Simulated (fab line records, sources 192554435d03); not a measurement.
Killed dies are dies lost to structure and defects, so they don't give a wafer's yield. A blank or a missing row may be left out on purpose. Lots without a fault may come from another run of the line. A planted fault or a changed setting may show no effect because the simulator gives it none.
fab line records | flow n5_finfet
record lots=14 wafers=42 last_day=18
route steps=1938 shown BEOL_M8@1389 BEOL_M9@1405
lots that met no fault: from a run of the same line without faults
start_h: hours from the record's first day to the start of the lot's first wafer shown | wait_h: hours since the lot's step before | " the same as in the row above | L1.1+2: a row that stands for several wafers | - no value, or no start given | * or withheld: withheld | < > ~ a bound
route shown NAME@n: a module of which the file shows steps, and the number in the route of the first | usual: mean/standard deviation of fault-free wafers | same: alike in all rows | chamber/n: place in a boat | sites: the reading at each site | _std_site: their standard deviation | _edge_site: outer sites' mean less inner sites' | radius_mm: how far each site lies from the wafer's centre | mask NAME#n: copy n | behind: the tool/chamber that last shaped the wafer | hold: why the lot was held/for how many hours/how that ended | device: the transistor (n, p or np) that didn't switch | end of line: the same wafers' tests at the end of the route | a step without rows: its recipe alone | killed: dies lost to structure and defects at the first sort, not the wafer's yield | map: a wafer's dies, x killed, . not, _ none there
set.NAME: the setting as run; set.NAME@STEP: as run at that earlier step | model.NAME: the simulator's own value behind a step, which no gauge read
steps of the route over a sample of lots; a table a step, a row a wafer
services: from which hour (start_h, from the record's first day; less than 0 if before it) a tool's chamber was out of use, for how many hours, and why
## steps
# step N5_BEOL_M8_ALD_77
# recipe material=TaN target_thk_a=20 temp_c=275 ald_precursor_family=PDMAT ald_co_reactant=NH3 pressure_torr=3 carrier_flow_sccm=1500 pulse_time_s=2 purge_time_s=3 co_reactant_purge_time_s=2 co_reactant_pulse_time_s=3 ald_cycles=40 precursor_vessel_temp_c=75 precursor_vessel_pressure_torr=26.25 precursor_vessel_carrier_sccm=1000
# usual heater_power_w=441/25
# same co_reactant_pulse_time_s=3 purge_time_s=3
# columns lot.wafer tool chamber start_h wait_h heater_power_w
L127.2 ald_metal-02 1 202.04 0.1 435
L127.3 " 3 " " 464
L127.4 " 2 " " 439
L129.2 ald_metal-04 0 223.44 0.0 462
L129.4 " 1 " " 472
L129.5 " 1 " " 464
L135.1 ald_metal-02 1 259.64 0.0 440
L135.3 " 2 " " 430
L135.5 " 0 " " 410
L136.2 ald_metal-04 2 268.21 0.0 447
L136.5 " 1 " " 465
L136.6 " 2 " " 433
L141.2 ald_metal-02 3 293.83 0.1 469
L141.3 " 0 " " 408
L141.5 " 0 " " 401
L143.1 ald_metal-02 0 300.58 0.0 392
L143.2 " 2 " " 436
L143.3 " 1 " " 435
L142.1 ald_metal-02 3 300.87 0.0 456
L142.2 " 2 " " 436
L142.4 " 1 " " 445
L145.4 ald_metal-02 2 312.84 0.1 442
L145.5 " 2 " " 450
L145.6 " 3 " " 467
L148.1 ald_metal-02 0 318.43 0.0 403
L148.2 " 3 " " 452
L148.3 " 1 " " 435
L146.1 ald_metal-04 2 322.58 0.0 442
L146.4 " 0 " " 461
L146.6 " 1 " " 475
L147.1 ald_metal-01 2 331.01 0.0 361
L147.2 " 0 " " 434
L147.3 " 1 " " 465
L149.1 ald_metal-02 1 334.79 0.3 438
L149.3 " 0 " " 397
L149.4 " 2 " " 440
L150.1 ald_metal-02 2 339.31 0.1 448
L150.3 " 0 " " 404
L150.6 " 2 " " 435
L144.3 ald_metal-02 2 353.75 0.3 452
L144.4 " 0 " " 403
L144.6 " 2 " " 434
# step N5_BEOL_M8_SPUTTER_48
# recipe material=Cu target_thk_a=100 temp_c=-20 bias_v=60 power_w=26000 chamber_pressure_pa=0.13 time_s=1.667
# usual cathode_dc_power_W=26000/4.6 chuck_sensor_temp_C=-16.0/0.38 throttle_valve_pct=30.3/1.2
# columns lot.wafer tool chamber start_h wait_h cathode_dc_power_W chuck_sensor_temp_C throttle_valve_pct
L127.2 pvd_sputter-03 - 202.56 0.1 26000 -16.4 32.7
L127.3 " - " " 26005 -16.3 32.1
L127.4 " - " " 26006 -15.4 29.1
L129.2 pvd_sputter-02 - 224.25 0.3 25998 -16.0 30.8
L129.4 " - " " 25988 -16.4 28.5
L129.5 " - " " 26013 -15.8 30.6
L135.1 pvd_sputter-03 - 260.14 0.1 26003 -16.1 30.2
L135.3 " - " " 25991 -16.3 31.7
L135.5 " - " " 26001 -16.3 32.6
L136.2 pvd_sputter-01 - 268.81 0.1 26009 -16.2 30.4
L136.5 " - " " 26000 -16.1 30.3
L136.6 " - " " 25996 -15.9 30.0
L141.2 pvd_sputter-02 - 296.34 1.7 26004 -15.2 30.5
L141.3 " - " " 26002 -16.3 28.4
L141.5 " - " " 26001 -15.9 30.7
L143.1 pvd_sputter-03 - 301.04 0.1 26004 -15.4 29.1
L143.2 " - " " 26010 -16.5 33.1
L143.3 " - " " 25998 -16.2 32.0
L142.1 pvd_sputter-01 - 301.33 0.1 26002 -15.9 29.8
L142.2 " - " " 26011 -16.5 30.3
L142.4 " - " " 25994 -15.4 29.4
L145.4 pvd_sputter-03 - 314.46 0.1 25999 -16.1 30.5
L145.5 " - " " 26002 -16.6 32.0
L145.6 " - " " 25996 -16.1 30.0
L148.1 pvd_sputter-02 - 318.97 0.1 26000 -16.0 30.6
L148.2 " - " " 26012 -15.3 30.6
L148.3 " - " " 25992 -16.3 28.1
L146.1 pvd_sputter-01 - 324.52 0.2 25992 -16.1 30.2
L146.4 " - " " 26003 -16.4 30.3
L146.6 " - " " 25998 -15.5 29.3
L147.1 pvd_sputter-03 - 331.61 0.2 26001 -15.4 28.9
L147.2 " - " " 26001 -16.0 30.3
L147.3 " - " " 26002 -16.3 32.9
L149.1 pvd_sputter-01 - 335.70 0.2 25996 -16.1 29.9
L149.3 " - " " 26005 -15.5 29.1
L149.4 " - " " 26003 -16.2 30.4
L150.1 pvd_sputter-01 - 340.13 0.2 25998 -16.2 30.3
L150.3 " - " " 26005 -15.4 29.2
L150.6 " - " " 26001 -16.4 30.3
L144.3 pvd_sputter-03 - 355.12 0.1 26000 -16.4 32.9
L144.4 " - " " 26001 -15.5 28.9
L144.6 " - " " 25998 -16.3 30.5
# step N5_BEOL_M8_ANNEAL_51
# recipe temp_c=225 time_s=90 ambient=N2
# usual anneal_temp_c_max=225.84/0.29 wafer_temp_C_max=225.67/0.24
# columns lot.wafer tool chamber start_h wait_h anneal_temp_c_max wafer_temp_C_max
L127.2 rtp_anneal-01 0 203.08 0.4 226.10 225.53
L127.3 " 0 " " 226.30 225.29
L127.4 " 0 " " 226.22 225.56
L129.2 rtp_anneal-02 0 225.01 0.6 225.86 225.74
L129.4 " 0 " " 225.67 225.73
L129.5 " 0 " " 225.80 225.91
L135.1 rtp_anneal-02 0 260.65 0.4 225.96 225.71
L135.3 " 0 " " 226.06 225.43
L135.5 " 0 " " 225.82 225.70
L136.2 rtp_anneal-02 0 269.21 0.3 225.94 225.77
L136.5 " 0 " " 225.74 225.40
L136.6 " 0 " " 225.81 225.75
L141.2 rtp_anneal-01 0 296.59 0.1 226.03 225.36
L141.3 " 0 " " 226.37 225.67
L141.5 " 0 " " 226.28 225.59
L143.1 rtp_anneal-02 0 301.25 0.1 225.98 225.52
L143.2 " 0 " " 226.07 225.96
L143.3 " 0 " " 225.68 225.42
L142.1 rtp_anneal-01 0 301.54 0.1 225.78 225.61
L142.2 " 0 " " 226.25 225.48
L142.4 " 0 " " 225.89 225.53
L145.4 rtp_anneal-01 0 314.81 0.2 226.22 225.71
L145.5 " 0 " " 225.91 225.65
L145.6 " 0 " " 225.84 225.49
L148.1 rtp_anneal-01 0 319.21 0.1 226.15 225.68
L148.2 " 0 " " 225.86 225.75
L148.3 " 0 " " 226.44 225.50
L146.1 rtp_anneal-01 0 324.73 0.1 226.03 225.25
L146.4 " 0 " " 225.86 225.24
L146.6 " 0 " " 226.16 225.65
L147.1 rtp_anneal-01 0 331.82 0.1 226.28 225.36
L147.2 " 0 " " 226.40 225.45
L147.3 " 0 " " 225.86 225.94
L149.1 rtp_anneal-02 0 335.91 0.1 225.60 225.82
L149.3 " 0 " " 225.93 225.99
L149.4 " 0 " " 225.39 225.97
L150.1 rtp_anneal-01 0 340.68 0.4 225.83 225.33
L150.3 " 0 " " 225.67 225.85
L150.6 " 0 " " 225.67 225.15
L144.3 rtp_anneal-02 0 355.43 0.1 225.30 225.65
L144.4 " 0 " " 225.38 225.88
L144.6 " 0 " " 225.76 226.11
# step N5_BEOL_M9_HM_DEP_02
# recipe material=TiN target_thk_a=200 temp_c=25 chamber_pressure_pa=0.49996
# usual chamber_pressure_pa=0.5000/0.00091 substrate_temp_c=25.00/0.11 throttle_valve_pct=30.2/1.1
# columns lot.wafer tool chamber start_h wait_h chamber_pressure_pa substrate_temp_c throttle_valve_pct
L127.2 pvd_sputter-03 - 206.19 1.7 0.5001 24.96 31.9
L127.3 " - " " 0.4992 25.02 30.1
L127.4 " - " " 0.4992 24.77 32.7
L129.2 pvd_sputter-02 - 227.19 0.7 0.5012 24.90 28.3
L129.4 " - " " 0.4997 24.98 30.4
L129.5 " - " " 0.4994 24.89 30.4
L135.1 pvd_sputter-01 - 262.69 0.4 - - -
L135.3 " - " " - - -
L135.5 " - " " - - -
L136.2 pvd_sputter-03 - 272.67 2.1 - - -
L136.5 " - " " - - -
L136.6 " - " " - - -
L141.2 pvd_sputter-02 - 298.16 0.2 0.4989 25.18 28.1
L141.3 " - " " 0.4977 25.08 30.4
L141.5 " - " " 0.5011 25.07 30.4
L143.1 pvd_sputter-03 - 304.16 0.7 0.5003 24.97 29.2
L143.2 " - " " 0.4993 24.94 30.0
L143.3 " - " " 0.5013 24.91 31.7
L142.1 pvd_sputter-01 - 304.21 0.8 0.5006 25.02 30.2
L142.2 " - " " 0.4991 25.12 29.0
L142.4 " - " " 0.5003 25.06 30.0
L145.4 pvd_sputter-01 - 316.83 0.7 0.4994 25.15 29.0
L145.5 " - " " 0.4992 25.16 29.2
L145.6 " - " " 0.4989 25.25 30.4
L148.1 pvd_sputter-03 - 320.68 0.0 0.4996 24.88 32.5
L148.2 " - " " 0.5003 24.83 31.7
L148.3 " - " " 0.5001 24.83 30.0
L146.1 pvd_sputter-01 - 327.24 0.6 0.5014 25.01 30.3
L146.4 " - " " 0.4978 24.99 30.1
L146.6 " - " " 0.5006 25.09 30.2
L147.1 pvd_sputter-03 - 333.30 0.0 0.4989 24.92 28.8
L147.2 " - " " 0.5010 24.90 30.2
L147.3 " - " " 0.5001 25.11 32.6
L149.1 pvd_sputter-01 - 338.19 0.4 0.5007 25.11 29.9
L149.3 " - " " 0.5013 24.87 29.2
L149.4 " - " " 0.4993 24.84 30.3
L150.1 pvd_sputter-01 - 344.25 2.1 0.5005 24.76 30.1
L150.3 " - " " 0.5003 25.02 29.6
L150.6 " - " " 0.4985 25.09 29.2
L144.3 pvd_sputter-03 - 357.98 1.2 0.5004 25.07 29.2
L144.4 " - " " 0.5003 24.91 31.8
L144.6 " - " " 0.4992 24.94 31.9
# step N5_BEOL_M9_HM_OPEN_17
# recipe chemistry=Cl2/BCl3 target_depth_a=200 overetch_a=60 target=TiN mask_material=SOC ion_energy_ev=150 pressure_mtorr=10 icp_w=1000 bias_w=126 Cl2_flow_sccm=53.25 bcl3_flow_sccm=21.75 Ar_flow_sccm=25
# usual bias_w=126.1/0.4 drypump_motor_current_A=5.9/0.44 oes_product_au=0.61/0.047 throttle_valve_pct=21.96/0.17
# columns lot.wafer tool chamber start_h wait_h bias_w drypump_motor_current_A oes_product_au rf_hours_counter_h throttle_valve_pct
L127.2 rie_metal-01 0 206.92 0.0 125.8 6.0 0.58 89 21.91
L127.3 " 0 " " 125.8 6.0 0.58 - 21.91
L127.4 " 1 " " 126.1 6.5 0.66 - 21.67
L129.2 rie_metal-03 1 228.05 0.0 125.6 5.8 0.60 70 22.11
L129.4 " 0 " " 126.6 5.4 0.61 - 22.16
L129.5 " 1 " " 125.8 5.8 0.61 - 22.11
L135.1 rie_metal-01 0 263.63 0.0 126.4 6.0 0.25 94 22.60
L135.3 " 1 " " 125.9 6.6 0.28 - 22.34
L135.5 " 1 " " 126.1 6.5 0.28 - 22.34
L136.2 rie_metal-01 0 273.52 0.0 125.8 6.0 0.24 95 22.59
L136.5 " 0 " " 125.9 6.0 0.25 - 22.60
L136.6 " 1 " " 126.0 6.5 0.28 - 22.35
L141.2 rie_metal-03 0 298.92 0.0 126.1 5.4 0.59 71 22.17
L141.3 " 0 " " 126.1 5.4 0.60 - 22.17
L141.5 " 0 " " 125.2 5.4 0.60 - 22.18
L143.1 rie_metal-01 0 305.50 0.0 126.3 6.0 0.57 98 21.95
L143.2 " 1 " " 126.2 6.6 0.63 48 21.73
L143.3 " 1 " " 125.7 6.6 0.63 - 21.73
L142.1 rie_metal-03 1 305.60 0.0 126.3 5.8 0.60 77 22.12
L142.2 " 0 " " 126.3 5.3 0.60 71 22.17
L142.4 " 0 " " 126.2 5.4 0.60 - 22.18
L145.4 rie_metal-03 1 317.72 0.1 126.0 5.8 0.60 - 22.11
L145.5 " 1 " " 126.4 5.8 0.60 - 22.10
L145.6 " 0 " " 125.8 5.4 0.60 - 22.16
L148.1 rie_metal-01 0 322.11 0.0 125.7 6.0 0.56 99 21.96
L148.2 " 1 " " 126.1 6.6 0.63 49 21.72
L148.3 " 0 " " 125.6 6.0 0.56 - 21.95
L146.1 rie_metal-01 0 328.27 0.0 125.7 6.0 0.56 99 21.96
L146.4 " 0 " " 126.3 6.0 0.56 - 21.95
L146.6 " 1 " " 126.2 6.5 0.63 - 21.70
L147.1 rie_metal-01 1 334.16 0.0 125.8 6.5 0.64 50 21.71
L147.2 " 0 " " 126.2 6.0 0.55 100 21.95
L147.3 " 0 " " 125.8 6.0 0.56 - 21.96
L149.1 rie_metal-02 1 339.19 0.0 126.4 6.0 0.60 74 22.00
L149.3 " 1 " " 126.7 6.0 0.60 - 22.01
L149.4 " 0 " " 126.4 5.2 0.72 - 21.89
L150.1 rie_metal-01 1 345.19 0.0 125.5 6.5 0.62 51 21.74
L150.3 " 0 " " 126.2 6.0 0.56 - 21.97
L150.6 " 1 " " 125.8 6.5 0.63 - 21.72
L144.3 rie_metal-03 0 358.87 0.1 125.6 5.4 0.59 - 22.17
L144.4 " 1 " " 125.7 5.8 0.59 - 22.12
L144.6 " 1 " " 125.8 5.8 0.59 - 22.10
# step N5_BEOL_M9_CD_MEAS_18
# recipe pitch_nm=140 target_cd_nm=70
# usual cd_nm=69.9/0.45
# columns lot.wafer tool chamber start_h wait_h cd_nm
L127.2 cd_sem-03 - 207.12 0.1 69.7
L127.3 " - " " 69.7
L127.4 " - " " 69.1
L129.2 cd_sem-01 - 228.23 0.1 69.5
L129.4 " - " " 69.6
L129.5 " - " " 69.7
L135.1 cd_sem-02 - 263.81 0.1 -
L135.3 " - " " -
L135.5 " - " " -
L136.2 cd_sem-02 - 273.71 0.1 -
L136.5 " - " " -
L136.6 " - " " -
L141.2 cd_sem-01 - 299.10 0.1 69.9
L141.3 " - " " 69.8
L141.5 " - " " 69.5
L143.1 cd_sem-03 - 305.68 0.0 69.7
L143.2 " - " " 70.4
L143.3 " - " " 71.1
L142.1 cd_sem-03 - 305.84 0.1 69.5
L142.2 " - " " 69.7
L142.4 " - " " 70.2
L145.4 cd_sem-03 - 317.97 0.1 69.7
L145.5 " - " " 69.9
L145.6 " - " " 69.3
L148.1 cd_sem-01 - 322.39 0.0 70.2
L148.2 " - " " 69.6
L148.3 " - " " 69.3
L146.1 cd_sem-02 - 328.55 0.0 69.4
L146.4 " - " " 69.4
L146.6 " - " " 69.5
L147.1 cd_sem-02 - 334.75 0.0 70.6
L147.2 " - " " 70.7
L147.3 " - " " 70.7
L149.1 cd_sem-03 - 339.37 0.0 70.3
L149.3 " - " " 69.9
L149.4 " - " " 70.4
L150.1 cd_sem-01 - 345.51 0.0 69.6
L150.3 " - " " 70.3
L150.6 " - " " 70.3
L144.3 cd_sem-01 - 359.02 0.1 69.4
L144.4 " - " " 69.3
L144.6 " - " " 70.3
## services
# columns tool chamber start_h hours kind
rie_metal-02 1 203.98 7.3 repair
ald_metal-01 0 211.37 11.5 repair
ald_metal-01 1 217.23 12.6 repair
ald_metal-02 3 230.95 3.0 repair
ald_metal-04 - 264.02 2.8 pm
ald_metal-01 0 264.08 25.0 repair
rie_metal-03 - 279.19 0.3 repair
rie_metal-01 - 311.80 2.8 pm
ald_metal-02 - 340.13 8.7 pm
pvd_sputter-03 - 340.49 2.0 repair
ald_metal-02 1 351.71 25.0 repair
## key
first_sign step=N5_BEOL_M9_HM_DEP_02 reading=tool_record direction=missing
effect step=N5_BEOL_M9_HM_OPEN_17 reading=oes_product_au direction=down sigmas=7.4 usual=0.61 struck=0.27
effect step=N5_BEOL_M9_CD_MEAS_18 reading=cd_nm direction=missing
met_at N5_BEOL_M9_HM_DEP_02
struck_lots L135,L136
later_rows_left_out L135.1,L135.3,L135.5,L136.2,L136.5,L136.6
sort_left_out L135.1,L135.3,L135.5,L136.2,L136.5,L136.6
not_acting_at N5_BEOL_M8_ALD_77,N5_BEOL_M8_SPUTTER_48,N5_BEOL_M8_ANNEAL_51
onset_between 206.19 262.69
fault kind=skipped_step_whole tool=pvd_sputter-01,pvd_sputter-03 chamber=- onset_h=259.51 steps=N5_BEOL_M9_HM_DEP_02 scope=struck_lots_only
# sort_left_out: the simulated sort isn't trusted on such a fault, so these wafers' sort isn't shown, and their yield isn't known
# later_rows_left_out: the simulator's readings of these wafers behind a module that went badly wrong aren't trusted and aren't shown, but for the sort
